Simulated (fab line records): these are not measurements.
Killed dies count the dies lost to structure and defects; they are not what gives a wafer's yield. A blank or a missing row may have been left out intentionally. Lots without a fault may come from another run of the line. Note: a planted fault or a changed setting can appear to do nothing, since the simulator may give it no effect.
The tool behind it: which one? -- flow nandHarc -- at 1 step of a route of 1159, 6 lots with 18 wafers sampled

## WHAT EACH GAUGE READ, for each wafer
NHARC_P_M1_OVL_MEAS_10: pitch 260 nm.
lot,measured,on,overlayXNm (nm)
L809,day 6 16:41,overlay-01,0.7 0.9 0.4
L813,day 7 21:48,overlay-01,0.2 -0.6 0.1
L821,day 9 23:22,overlay-02,-0.6 -0.2 -0.1
L822,day 10 03:50,overlay-01,-0.7 -0.8 -1.4
L826,day 11 01:37,overlay-02,0.2 -0.1 0.3
L828,day 11 21:38,overlay-01,0.2 0.3 0.1

## TOOL THAT RAN EACH LOT (tool first, then ch and the chambers of the sampled wafers, then the start)
The record shows no process step preceding these readings.

## THE ANSWER, worked out from the rows above alone
Rule: usual is defined by the lots themselves. The widest of any qualifying gaps counts: lots, ordered by their means at a reading, are off when they make up no more than a third of the lots, leave a main group of 4 or more, and stand apart from it by 3 or more times the standard deviation of that group's means. A main group is skipped when, at the precision printed for the reading in the tables above, its means are all equal. A lot without any number at a reading at which 4 lots or more have one is off too. Any other lot the step has rows for is counted as sound.
Across all readings shown, no lot is off: no conclusion can be drawn from this.

## WHAT WAS PUT IN BY THE SIMULATOR
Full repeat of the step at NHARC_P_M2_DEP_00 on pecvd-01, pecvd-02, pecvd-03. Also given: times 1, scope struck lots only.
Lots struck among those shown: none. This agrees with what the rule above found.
